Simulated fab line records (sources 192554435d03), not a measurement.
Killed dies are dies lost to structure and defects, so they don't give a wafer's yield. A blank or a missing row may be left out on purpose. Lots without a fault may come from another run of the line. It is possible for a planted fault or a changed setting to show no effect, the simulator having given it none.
2 desks, one fault -- flow n5Finfet -- what lay behind the numbers comes last; until then each desk has only its own

## THE METROLOGY DESK
Lot by lot, what the gauges showed, no matter which tool ran the lot: averages of those sampled wafers that carry a number. The brackets show how far a lot's mean lies from the usual mean; more than 4 standard deviations puts the lot out of limits, marked OUT. Of its 11 readings 7 are shown: those that lie furthest out on some lot.
Columns: A = cdNm at N5_ZERO_LAYER_CD_MEAS_11, usual 2000.4 nm; B = DIBL_N at N5_BEOL_M4_RC_MEAS_101, usual 36.1 mV/V; C = DIBL_P at N5_BEOL_M4_RC_MEAS_101, usual 36.3 mV/V; D = ION_N at N5_BEOL_M4_RC_MEAS_101, usual 674 uA/um; E = ION_P at N5_BEOL_M4_RC_MEAS_101, usual 464 uA/um; F = VT_N at N5_BEOL_M4_RC_MEAS_101, usual 249.4 mV; G = VT_P at N5_BEOL_M4_RC_MEAS_101, usual -249 mV
lot,first seen here,A,B,C,D,E,F,G
L639,day 1 12:38,1998.4,36.7,36.0,663,456,253.2,-250
L644,day 2 18:40,2001.8,36.7,37.4,667,451,250.6,-256
L645,day 3 00:41,1998.6,37.0,36.2,672,465,247.9,-247
L654,day 5 06:46,2000.7,34.6,34.8,668,462,252.2,-249
L656,day 5 18:38,2000.1,35.3,36.3,668,460,249.5,-250
L659,day 6 12:38,1999.5,37.1,36.9,681,467,246.9,-247
Finding of this desk: none of the 6 lots has anything out of limits.

## DESK OF THE TOOL OWNER: plasmaAsher-01
The tool's own readings at N5_ZERO_LAYER_STRIP_24 (strips in O2): means of the sampled wafers that have a number, for each lot that ran on this tool. The brackets show how far a lot's mean lies from the usual mean; more than 4 standard deviations puts the lot out of limits, marked OUT.
Columns: A = chamberPressureMTorr at N5_ZERO_LAYER_STRIP_24, usual 1000.0 mTorr; B = drypumpMotorCurrentA at N5_ZERO_LAYER_STRIP_24, usual 5.6 A; C = heaterPowerW at N5_ZERO_LAYER_STRIP_24, usual 321 W; D = oesProductAu at N5_ZERO_LAYER_STRIP_24, usual 0.647 a.u.; E = stripTimeToEndpointS at N5_ZERO_LAYER_STRIP_24, usual 43.85 s
lot,first seen here,A,B,C,D,E
L654,day 5 07:09,999.0,5.8,289,0.643,43.88
L656,day 5 18:53,1000.8,5.4,288,0.648,43.96
L659,day 6 12:53,999.5,5.8,286,0.650,43.93
Finding of this desk: none of the 3 lots has anything out of limits.

## BROUGHT TOGETHER
Metrology desk: nothing out of limits seen.
Nothing out of limits was seen by the tool owner's desk.

## WHAT THE SIMULATOR HAD INSERTED
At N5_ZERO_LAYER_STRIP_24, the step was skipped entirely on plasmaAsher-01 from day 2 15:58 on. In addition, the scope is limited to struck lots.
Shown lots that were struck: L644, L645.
